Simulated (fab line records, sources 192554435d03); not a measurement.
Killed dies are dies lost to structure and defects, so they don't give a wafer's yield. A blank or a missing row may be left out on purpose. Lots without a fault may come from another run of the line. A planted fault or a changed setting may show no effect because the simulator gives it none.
fab line records | flow n5_finfet
record lots=12 wafers=32 last_day=19
route steps=1938 shown BEOL_M2@916 BEOL_M3@932 BEOL_M4@1111 PASSIVATION@1936
lots that met no fault: from a run of the same line without faults
start_h: hours from the record's first day to the start of the lot's first wafer shown | wait_h: hours since the lot's step before | " the same as in the row above | L1.1+2: a row that stands for several wafers | - no value, or no start given | * or withheld: withheld | < > ~ a bound
route shown NAME@n: a module of which the file shows steps, and the number in the route of the first | usual: mean/standard deviation of fault-free wafers | same: alike in all rows | chamber/n: place in a boat | sites: the reading at each site | _std_site: their standard deviation | _edge_site: outer sites' mean less inner sites' | radius_mm: how far each site lies from the wafer's centre | mask NAME#n: copy n | behind: the tool/chamber that last shaped the wafer | hold: why the lot was held/for how many hours/how that ended | device: the transistor (n, p or np) that didn't switch | end of line: the same wafers' tests at the end of the route | a step without rows: its recipe alone | killed: dies lost to structure and defects at the first sort, not the wafer's yield | map: a wafer's dies, x killed, . not, _ none there
set.NAME: the setting as run; set.NAME@STEP: as run at that earlier step | model.NAME: the simulator's own value behind a step, which no gauge read
steps of the route over a sample of lots; a table a step, a row a wafer
services: from which hour (start_h, from the record's first day; less than 0 if before it) a tool's chamber was out of use, for how many hours, and why
## steps
# step N5_BEOL_M2_SPUTTER_92
# recipe material=Cu target_thk_a=45 temp_c=-20 chamber_pressure_pa=0.07 power_w=withheld time_s=8.29
# usual throttle_valve_pct=30.0/1.4
# columns lot.wafer tool chamber start_h wait_h throttle_valve_pct
L699.2 pvd_sputter-03 - 147.80 0.1 29.1
L699.3 " - " " 28.8
L699.5 " - " " 27.9
L708.1 pvd_sputter-02 - 212.54 0.1 31.2
L708.2 " - " " 31.5
L708.5 " - " " 29.2
L705.1 pvd_sputter-01 - 212.99 0.1 30.6
L705.3 " - " " 32.9
L705.4 " - " " 28.6
L704.1 pvd_sputter-02 - 215.42 0.1 30.1
L704.2 " - " " 28.9
L706.1 pvd_sputter-03 - 215.70 0.1 29.0
L706.2 " - " " 28.0
L706.4 " - " " 29.7
L707.2 pvd_sputter-01 - 222.97 0.1 28.7
L707.5 " - " " 32.6
L713.1 pvd_sputter-02 - 229.54 0.1 30.4
L713.4 " - " " 31.4
L715.1 pvd_sputter-01 - 254.91 0.1 31.0
L715.2 " - " " 28.5
L715.4 " - " " 32.5
L716.1 pvd_sputter-03 - 265.51 0.1 29.3
L716.3 " - " " 28.1
L716.6 " - " " 28.1
L717.3 pvd_sputter-03 - 271.15 0.1 28.7
L717.4 " - " " 29.7
L717.5 " - " " 29.7
L721.3 pvd_sputter-03 - 292.89 0.1 28.8
L721.5 " - " " 29.4
L721.6 " - " " 29.0
L722.1 pvd_sputter-01 - 298.98 0.1 32.6
L722.4 " - " " 28.5
# step N5_BEOL_M2_ANNEAL_93
# recipe temp_c=400 time_s=240 ambient=vacuum
# usual heater_power_w=849/85
# columns lot.wafer tool chamber start_h wait_h heater_power_w
L699.2 pvd_sputter-03 - 147.88 0.0 870
L699.3 " - " " 860
L699.5 " - " " 743
L708.1 pvd_sputter-02 - 212.62 0.0 954
L708.2 " - " " 801
L708.5 " - " " 791
L705.1 pvd_sputter-01 - 213.07 0.0 906
L705.3 " - " " 836
L705.4 " - " " 861
L704.1 pvd_sputter-02 - 215.50 0.0 739
L704.2 " - " " 804
L706.1 pvd_sputter-03 - 215.78 0.0 831
L706.2 " - " " 775
L706.4 " - " " 877
L707.2 pvd_sputter-01 - 223.05 0.0 861
L707.5 " - " " 857
L713.1 pvd_sputter-02 - 229.62 0.0 757
L713.4 " - " " 781
L715.1 pvd_sputter-01 - 254.99 0.0 1065
L715.2 " - " " 860
L715.4 " - " " 836
L716.1 pvd_sputter-03 - 265.59 0.0 858
L716.3 " - " " 761
L716.6 " - " " 751
L717.3 pvd_sputter-03 - 271.23 0.0 842
L717.4 " - " " 848
L717.5 " - " " 864
L721.3 pvd_sputter-03 - 292.97 0.0 858
L721.5 " - " " 867
L721.6 " - " " 911
L722.1 pvd_sputter-01 - 299.06 0.0 833
L722.4 " - " " 852
# step N5_BEOL_M3_THK_MEAS_01
# recipe reads=SiOC_of_BEOL_M3_ILD_DEP_00
# usual M3_ILD_THK=78.7/1.3
# columns lot.wafer tool chamber start_h wait_h M3_ILD_THK[nm]
L699.2 film_metro-01 - 149.42 0.1 78.6
L699.3 " - " " 78.1
L699.5 " - " " 79.4
L708.1 film_metro-02 - 214.15 0.0 78.4
L708.2 " - " " 76.8
L708.5 " - " " 78.2
L705.1 film_metro-01 - 214.63 0.0 76.0
L705.3 " - " " 77.1
L705.4 " - " " 79.0
L704.1 film_metro-01 - 217.06 0.1 76.9
L704.2 " - " " 77.1
L706.1 film_metro-02 - 217.36 0.1 75.9
L706.2 " - " " 76.3
L706.4 " - " " 77.9
L707.2 film_metro-01 - 224.59 0.1 76.5
L707.5 " - " " 78.8
L713.1 film_metro-01 - 231.18 0.0 78.4
L713.4 " - " " 81.4
L715.1 film_metro-02 - 256.98 0.0 78.4
L715.2 " - " " 78.4
L715.4 " - " " 81.7
L716.1 film_metro-02 - 267.13 0.0 77.1
L716.3 " - " " 78.4
L716.6 " - " " 80.2
L717.3 film_metro-01 - 272.91 0.1 79.5
L717.4 " - " " 80.2
L717.5 " - " " 80.9
L721.3 film_metro-02 - 294.53 0.1 78.1
L721.5 " - " " 79.8
L721.6 " - " " 80.5
L722.1 film_metro-01 - 300.84 0.0 76.7
L722.4 " - " " 79.3
# step N5_BEOL_M3_PECVD_72
# recipe material=SiO2 target_thk_a=160 temp_c=400 precursor=TEOS/O2 pressure_torr=5.5 rf_w=450 teos_flow_sccm=53.8 gas=O2 flow_sccm=3000 time_s=18
# usual chamber_pressure_Torr=5.502/0.011 heater_power_outer_w=444/93 heater_power_w=735/120 showerhead_plenum_p_Torr=8.82/0.034 throttle_valve_pct=22.8/0.96
# columns lot.wafer tool chamber start_h wait_h chamber_pressure_Torr heater_power_outer_w heater_power_w showerhead_plenum_p_Torr throttle_valve_pct
L699.2 pecvd-01 2 149.45 0.0 5.501 576 895 8.79 21.8
L699.3 " 1 " " 5.482 642 1003 8.78 24.4
L699.5 " 2 " " 5.494 592 907 8.77 21.7
L708.1 pecvd-02 0 214.19 0.0 5.487 487 766 8.85 22.5
L708.2 " 1 " " 5.507 394 673 8.78 23.9
L708.5 " 0 " " 5.489 504 762 8.87 22.4
L705.1 pecvd-02 1 214.66 0.0 5.530 405 671 8.80 23.7
L705.3 " 1 " " 5.513 416 663 8.82 23.9
L705.4 " 0 " " 5.510 529 819 8.84 22.3
L704.1 pecvd-01 1 217.10 0.0 5.514 641 1035 8.77 24.2
L704.2 " 0 " " 5.500 421 682 8.86 23.5
L706.1 pecvd-03 1 217.40 0.0 5.481 312 570 8.79 22.6
L706.2 " 2 " " 5.498 451 789 8.79 21.8
L706.4 " 2 " " 5.508 436 763 8.82 21.6
L707.2 pecvd-03 1 224.63 0.0 5.493 302 538 8.81 22.8
L707.5 " 2 " " 5.515 399 752 8.80 21.6
L713.1 pecvd-03 0 231.21 0.0 5.494 349 588 8.86 22.6
L713.4 " 0 " " 5.496 338 575 8.89 22.6
L715.1 pecvd-01 2 257.02 0.0 5.494 596 988 8.77 21.8
L715.2 " 0 " " 5.498 425 706 8.86 23.6
L715.4 " 1 " " 5.519 659 1058 8.77 24.3
L716.1 pecvd-02 1 267.17 0.0 - - - - -
L716.3 " 0 " " - - - - -
L716.6 " 2 " " - - - - -
L717.3 pecvd-01 2 272.95 0.0 - - - - -
L717.4 " 1 " " - - - - -
L717.5 " 0 " " - - - - -
L721.3 pecvd-02 2 294.56 0.0 5.499 395 726 8.84 21.5
L721.5 " 0 " " 5.492 522 774 8.87 22.6
L721.6 " 1 " " 5.509 387 643 8.80 24.1
L722.1 pecvd-01 2 300.88 0.0 5.489 582 929 8.77 21.9
L722.4 " 0 " " 5.503 371 644 8.86 24.0
# step N5_BEOL_M4_RC_MEAS_101
# usual DIBL_N=36.4/2.2 DIBL_P=36.3/2.5 IOFF_N=0.17/0.052 IOFF_P=0.23/0.049 ION_N=674/17 ION_P=464/11 SS_N=71.7/0.98 SS_P=73.3/0.84 VT_N=250/4 VT_P=-249/3.8
# columns lot.wafer tool chamber start_h wait_h DIBL_N[mV/V] DIBL_P[mV/V] IOFF_N[nA/um] IOFF_P[nA/um] ION_N[uA/um] ION_P[uA/um] SS_N[mV/dec] SS_P[mV/dec] VT_N[mV] VT_P[mV]
L699.2 prober-02 0 175.89 0.2 36.9 38.2 0.18 0.25 708 483 71.2 73.4 246 -246
L699.3 " 0 " " 40.0 41.8 0.23 0.32 704 487 72.4 75.1 245 -243
L699.5 " 0 " " 38.3 40.1 0.19 0.30 682 472 72.0 75.2 246 -245
L708.1 prober-01 0 242.72 0.0 41.1 40.1 0.28 0.34 689 468 73.3 74.4 242 -240
L708.2 " 0 " " 36.0 35.0 0.16 0.24 667 465 70.9 72.9 248 -247
L708.5 " 0 " " 35.1 33.7 0.13 0.20 650 453 71.6 72.8 251 -249
L706.1 prober-02 0 247.49 0.0 35.6 35.1 0.13 0.18 666 454 71.5 73.4 254 -254
L706.2 " 0 " " 37.0 36.9 0.18 0.21 692 466 71.9 73.4 247 -249
L706.4 " 0 " " 36.9 38.0 0.17 0.23 677 465 70.9 74.2 249 -249
L705.1 prober-02 0 248.98 0.0 38.3 38.9 0.21 0.25 697 472 72.0 73.7 247 -249
L705.3 " 0 " " 39.6 38.2 0.22 0.24 675 456 72.2 74.4 248 -250
L705.4 " 0 " " 35.8 33.9 0.17 0.17 673 454 72.2 72.9 248 -252
L704.1 prober-01 0 256.79 0.0 34.1 32.0 0.11 0.18 652 460 71.0 72.5 257 -249
L704.2 " 0 " " 35.5 34.3 0.14 0.22 664 463 70.7 73.3 252 -246
L707.2 prober-01 0 259.32 0.2 34.4 35.8 0.15 0.20 683 464 72.2 73.1 248 -250
L707.5 " 0 " " 34.4 36.2 0.14 0.22 651 454 71.8 73.4 253 -252
L713.1 prober-01 0 277.38 0.0 35.7 34.5 0.13 0.21 649 452 70.9 73.4 254 -249
L713.4 " 0 " " 37.0 36.6 0.17 0.26 680 468 71.5 73.4 246 -246
L716.1 prober-02 0 298.56 0.0 39.5 39.5 0.22 0.24 692 462 72.4 74.3 245 -252
L716.3 " 0 " " 32.3 31.8 0.10 0.14 649 446 70.3 71.7 258 -255
L716.6 " 0 " " 33.2 32.6 0.11 0.15 668 455 70.5 72.6 251 -256
L715.1 prober-01 0 321.84 0.0 38.8 38.8 0.24 0.27 700 478 71.9 74.3 243 -243
L715.2 " 0 " " 38.0 36.3 0.21 0.22 649 447 73.6 74.4 248 -251
L715.4 " 0 " " 38.1 37.9 0.20 0.25 688 467 72.5 73.7 245 -247
L717.3 prober-02 0 323.89 0.3 38.8 39.7 0.20 0.27 694 471 71.7 74.4 244 -250
L717.4 " 0 " " 33.4 32.7 0.10 0.15 650 455 70.5 72.4 257 -254
L717.5 " 0 " " 33.9 33.5 0.11 0.17 648 448 70.8 72.1 254 -252
L721.3 prober-01 0 348.84 0.3 35.3 35.1 0.15 0.21 679 470 71.6 73.5 252 -248
L721.5 " 0 " " 37.2 37.3 0.19 0.24 687 470 71.8 73.9 247 -249
L721.6 " 0 " " 32.0 30.7 0.11 0.16 676 470 69.8 72.2 255 -253
L722.1 prober-01 0 349.46 0.7 33.5 34.5 0.12 0.19 652 459 71.2 72.9 255 -249
L722.4 " 0 " " 34.1 34.9 0.14 0.20 674 470 70.4 71.8 248 -249
# step N5_PASSIVATION_PROBE_49
# usual defect_limited_yield=91.2/1.4 killed_at_M0_to_M3=34/9.3 killed_at_M4_up=14/5.9 killed_at_contacts=14/5.7 killed_at_front_end=38/10 killed_at_other=4/3.2 killed_dies=104/17 killed_on_rim=14/4 killed_open=67/13 killed_short=33/6.9 sort_bin_5_function=5.2/1 sort_bin_6_memory=3.3/0.61 sort_bin_8_speed=0.3/1.8 sort_n_pass=1069/52
# same gross_dies=1180 killed_at_back_side=0 sort_bin_4_leakage[%]=0
# columns lot.wafer tool chamber start_h wait_h defect_limited_yield[%] killed_at_M0_to_M3 killed_at_M4_up killed_at_contacts killed_at_front_end killed_at_other killed_dies killed_on_rim killed_open killed_short sort_bin_5_function[%] sort_bin_6_memory[%] sort_bin_8_speed[%] sort_n_pass
L699.2 prober-01 - 286.18 0.1 92.6 19 18 13 31 6 87 15 52 32 4.2 2.8 0 1093
L699.3 prober-01 - 286.23 0.1 93.4 28 9 7 34 0 78 9 46 30 3.7 2.6 0 1102
L699.5 prober-01 - 286.33 0.2 91.6 33 19 8 34 5 99 17 63 35 5.0 2.8 0 1081
L705.1 prober-02 - 354.79 0.0 92.5 20 10 13 44 1 88 17 59 26 4.1 2.8 0 1092
L705.3 prober-02 - 354.89 0.1 89.4 38 18 15 51 3 125 21 74 45 5.9 4.2 0 1055
L705.4 prober-02 - 354.94 0.2 91.6 35 9 13 35 7 99 14 64 28 5.0 3.2 0 1081
L716.1 prober-01 - 408.68 0.0 51.9 452 14 16 65 20 567 31 82 59 40.1 4.9 0 613
L716.3 prober-01 - 408.78 0.1 54.9 454 12 20 36 10 532 24 78 37 38.6 4.9 0.1 647
L716.6 prober-01 - 408.93 0.3 55.1 419 15 36 54 6 530 126 76 37 38.9 4.4 0 650
L715.1 prober-02 - 428.36 0.0 90.1 25 15 13 58 6 117 14 74 43 5.7 3.9 0 1063
L715.2 prober-02 - 428.41 0.1 88.9 31 13 9 77 1 131 19 96 34 7.2 3.7 0 1049
L715.4 prober-02 - 428.51 0.2 91.9 32 9 5 49 1 96 15 63 32 5.2 2.6 0 1084
L717.3 prober-01 - 431.67 0.1 64.1 352 20 22 27 3 424 102 63 29 32.0 3.4 0 756
L717.4 prober-01 - 431.72 0.2 63.6 362 17 7 26 18 430 124 56 33 33.3 3.0 0 750
L717.5 prober-01 - 431.77 0.2 63.9 359 16 6 30 15 426 114 64 22 32.5 3.4 0 754
L722.1 prober-01 - 461.54 0.7 89.5 45 15 9 47 8 124 25 65 44 6.3 3.6 0 1056
L722.4 prober-01 - 461.69 0.8 91.2 33 13 7 41 10 104 15 63 35 5.8 2.9 0 1076
L721.3 prober-01 - 461.94 0.9 93.9 23 21 14 12 2 72 12 53 17 3.6 2.2 0 1108
L721.5 prober-01 - 462.04 1.0 91.7 29 17 18 32 2 98 12 67 28 4.8 3.2 0 1082
L721.6 prober-01 - 462.09 1.0 93.0 26 14 9 31 3 83 10 56 27 4.2 2.7 0 1097
# killed by level:class
L699.2 MOL_CONTACT_COAG:geometric_particle:open=9 BEOL_M4:geometric_particle:open=9 DUMMY_GATE:geometric_particle:open=7 FIN_SAQP:geometric_particle:open=6 FIN_SAQP:geometric_particle:short=6 BEOL_M3:geometric_particle:open=4 MOL_CONTACT_COAG:geometric_particle:short=4 BEOL_M1:geometric_particle:open=4
L699.3 FIN_SAQP:geometric_particle:open=10 FIN_SAQP:geometric_particle:short=10 BEOL_M0_SAQP:geometric_particle:open=7 MOL_CONTACT_COAG:geometric_particle:open=5 BEOL_M1:geometric_particle:short=5 BEOL_M1:geometric_particle:open=4 BEOL_M0_SAQP:geometric_particle:short=4 BEOL_M3:geometric_particle:open=4
L699.5 FIN_SAQP:geometric_particle:short=9 FIN_SAQP:geometric_particle:open=7 BEOL_M1:geometric_particle:open=7 MOL_CONTACT_COAG:geometric_particle:open=6 DUMMY_GATE:geometric_particle:open=5 BEOL_M0:geometric_particle:open=5 BEOL_M3:geometric_particle:short=5 BEOL_M3:geometric_particle:open=5
L705.1 FIN_SAQP:geometric_particle:short=12 FIN_SAQP:geometric_particle:open=8 STI_FIN_REVEAL:geometric_particle:open=8 MOL_CONTACT_COAG:geometric_particle:open=7 DUMMY_GATE:geometric_particle:open=6 MOL_CONTACT_COAG:geometric_particle:short=6 BEOL_M1:geometric_particle:open=5 BEOL_M4:geometric_particle:open=5
L705.3 FIN_SAQP:geometric_particle:short=19 FIN_SAQP:geometric_particle:open=12 MOL_CONTACT_COAG:geometric_particle:open=12 BEOL_M1:geometric_particle:open=11 STI_FIN_REVEAL:geometric_particle:open=8 BEOL_M0_SAQP:geometric_particle:short=6 DUMMY_GATE:geometric_particle:open=5 BEOL_M2:geometric_particle:open=4
L705.4 MOL_CONTACT_COAG:geometric_particle:open=12 STI_FIN_REVEAL:geometric_particle:open=9 FIN_SAQP:geometric_particle:open=7 BEOL_M1:geometric_particle:open=7 FIN_SAQP:geometric_particle:short=6 BEOL_M3:geometric_particle:short=5 BEOL_M3:geometric_particle:open=4 BEOL_M0_SAQP:geometric_particle:open=3
L716.1 BEOL_M3:area_pecvd=312 BEOL_M0:unspecified=98 BEOL_M0_SAQP:geometric_particle:short=21 FIN_SAQP:geometric_particle:open=13 MOL_CONTACT_COAG:geometric_particle:open=13 PASSIVATION:area_etch=12 STI_FIN_REVEAL:geometric_particle:open=11 BEOL_M0_SAQP:geometric_particle:open=11
L716.3 BEOL_M3:area_pecvd=319 BEOL_M0:unspecified=96 STI_FIN_REVEAL:geometric_particle:open=17 MOL_CONTACT_COAG:geometric_particle:open=15 BEOL_M0_SAQP:geometric_particle:short=14 BEOL_M0_SAQP:geometric_particle:open=8 BEOL_M1:geometric_particle:open=7 BEOL_M3:geometric_particle:open=6
L716.6 BEOL_M3:area_pecvd=287 BEOL_M0:unspecified=96 MOL_CONTACT_COAG:area_etch=25 STI_FIN_REVEAL:geometric_particle:open=16 BEOL_M0_SAQP:geometric_particle:open=12 FIN_SAQP:geometric_particle:open=10 BEOL_M0_SAQP:geometric_particle:short=9 MOL_CONTACT_COAG:geometric_particle:open=8
L715.1 STI_FIN_REVEAL:geometric_particle:open=20 MOL_CONTACT_COAG:geometric_particle:open=10 FIN_SAQP:geometric_particle:short=9 BEOL_M2:geometric_particle:open=7 BEOL_M4:geometric_particle:open=7 FIN_SAQP:geometric_particle:open=6 BEOL_M2:geometric_particle:short=6 GATE_CUT:geometric_particle:short=5
L715.2 STI_FIN_REVEAL:geometric_particle:open=49 STI_FIN_REVEAL:geometric_particle:short=11 MOL_CONTACT_COAG:geometric_particle:open=7 BEOL_M0_SAQP:geometric_particle:open=7 BEOL_M5:geometric_particle:open=7 BEOL_M2:geometric_particle:open=6 BEOL_M0_SAQP:geometric_particle:short=5 FIN_SAQP:geometric_particle:short=4
L715.4 STI_FIN_REVEAL:geometric_particle:open=16 FIN_SAQP:geometric_particle:open=8 BEOL_M0_SAQP:geometric_particle:short=7 BEOL_M0_SAQP:geometric_particle:open=7 STI_FIN_REVEAL:geometric_particle:short=5 GATE_CUT:geometric_particle:short=5 BEOL_M1:geometric_particle:open=4 FIN_SAQP:geometric_particle:short=3
L717.3 BEOL_M3:area_pecvd=310 MOL_CONTACT_COAG:area_etch=18 BEOL_M1:geometric_particle:open=9 BEOL_M4:geometric_particle:open=9 BEOL_M2:geometric_particle:open=8 BEOL_M0_SAQP:geometric_particle:short=8 BEOL_M0_SAQP:geometric_particle:open=8 DUMMY_GATE:geometric_particle:open=5
L717.4 BEOL_M3:area_pecvd=325 PASSIVATION:area_etch=11 BEOL_M1:geometric_particle:open=9 BEOL_M0_SAQP:geometric_particle:short=7 BEOL_M4:geometric_particle:open=7 MOL_CONTACT_COAG:geometric_particle:open=5 BEOL_M0_SAQP:geometric_particle:open=5 STARTING-WAFER:geometric_particle:open=5
L717.5 BEOL_M3:area_pecvd=325 STI_FIN_REVEAL:geometric_particle:open=9 BEOL_M4:geometric_particle:open=8 PASSIVATION:area_etch=8 BEOL_M2:geometric_particle:open=7 FIN_SAQP:geometric_particle:open=6 BEOL_M0:geometric_particle:open=6 MOL_CONTACT_COAG:geometric_particle:open=5
L722.1 BEOL_M3:geometric_particle:open=13 FIN_SAQP:geometric_particle:short=11 BEOL_M0_SAQP:geometric_particle:short=8 FIN_CUT:area_etch=8 BEOL_M1:geometric_particle:open=7 MOL_CONTACT_COAG:geometric_particle:open=6 BEOL_M4:geometric_particle:open=6 ILD0:geometric_particle:short=5
L722.4 FIN_SAQP:geometric_particle:short=12 FIN_SAQP:geometric_particle:open=11 BEOL_M2:geometric_particle:open=8 BEOL_M3:geometric_particle:open=6 BEOL_M0_SAQP:geometric_particle:short=4 MOL_CONTACT_COAG:geometric_particle:open=4 BEOL_M1:geometric_particle:open=4 STARTING-WAFER:geometric_particle:short=4
L721.3 MOL_CONTACT_COAG:geometric_particle:open=13 BEOL_M2:geometric_particle:open=10 BEOL_M4:geometric_particle:open=8 BEOL_M0_SAQP:geometric_particle:open=4 BEOL_M0_SAQP:geometric_particle:short=4 BEOL_M8:geometric_particle:open=3 BEOL_M6:geometric_particle:open=3 STI_FIN_REVEAL:geometric_particle:open=2
L721.5 MOL_CONTACT_COAG:geometric_particle:open=16 BEOL_M0_SAQP:geometric_particle:open=11 BEOL_M4:geometric_particle:open=9 BEOL_M0_SAQP:geometric_particle:short=8 STI_FIN_REVEAL:geometric_particle:open=7 STARTING-WAFER:geometric_particle:short=5 BEOL_M3:geometric_particle:open=3 BEOL_M5:geometric_particle:open=3
L721.6 BEOL_M0_SAQP:geometric_particle:open=8 BEOL_M2:geometric_particle:open=8 FIN_SAQP:geometric_particle:open=7 MOL_CONTACT_COAG:geometric_particle:open=6 BEOL_M4:geometric_particle:open=5 STI_FIN_REVEAL:geometric_particle:open=4 BEOL_M0_SAQP:geometric_particle:short=4 FIN_SAQP:geometric_particle:short=3
## services
# columns tool chamber start_h hours kind
pvd_sputter-01 - 155.00 1.1 repair
pvd_sputter-01 - 161.50 48.4 repair
pecvd-03 0 173.27 5.5 scheduled_down
pecvd-02 1 190.96 5.5 scheduled_down
pecvd-02 2 196.28 4.4 repair
pecvd-02 2 202.38 - clean
pecvd-02 2 202.38 - consumable_replace:showerhead
pecvd-02 2 202.38 29.0 scheduled_down
pecvd-02 2 202.38 29.0 vent_cycle
pecvd-02 - 243.26 0.3 repair
pecvd-03 - 246.62 0.8 repair
pecvd-01 2 284.92 5.5 scheduled_down
## key
first_sign step=N5_BEOL_M3_PECVD_72 reading=tool_record direction=missing
effect step=N5_PASSIVATION_PROBE_49 reading=killed_at_M0_to_M3 direction=up sigmas=39 usual=34 struck=400
more_kills_born_at N5_BEOL_M3_PECVD_72@pecvd-01=960 N5_BEOL_M3_PECVD_72@pecvd-02=918
met_at N5_BEOL_M3_PECVD_72
struck_lots L716,L717
baseline_loss step=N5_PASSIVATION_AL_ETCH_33 wafers=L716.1
baseline_loss step=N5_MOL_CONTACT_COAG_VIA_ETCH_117 wafers=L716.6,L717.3
baseline_loss step=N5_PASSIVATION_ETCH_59 wafers=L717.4
not_acting_at N5_BEOL_M2_SPUTTER_92,N5_BEOL_M2_ANNEAL_93,N5_BEOL_M3_THK_MEAS_01
onset_between 257.02 267.17
earlier_fault kind=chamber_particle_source tool=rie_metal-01 chamber=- onset_h=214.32 steps=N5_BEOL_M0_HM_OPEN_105 rate_per_visit_cm2=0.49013
earlier_fault kind=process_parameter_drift tool=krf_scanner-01 chamber=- onset_h=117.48 steps=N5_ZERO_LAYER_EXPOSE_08 channel=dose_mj offset=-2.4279 shape=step acts_in=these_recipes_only stated=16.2
fault kind=skipped_step_whole tool=pecvd-01,pecvd-02 chamber=- onset_h=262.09 steps=N5_BEOL_M3_PECVD_72 scope=struck_lots_only
# baseline_loss: these wafers lose ten dies or more at that step, a loss of the line's own and not of a fault; the sort's usual values leave them out
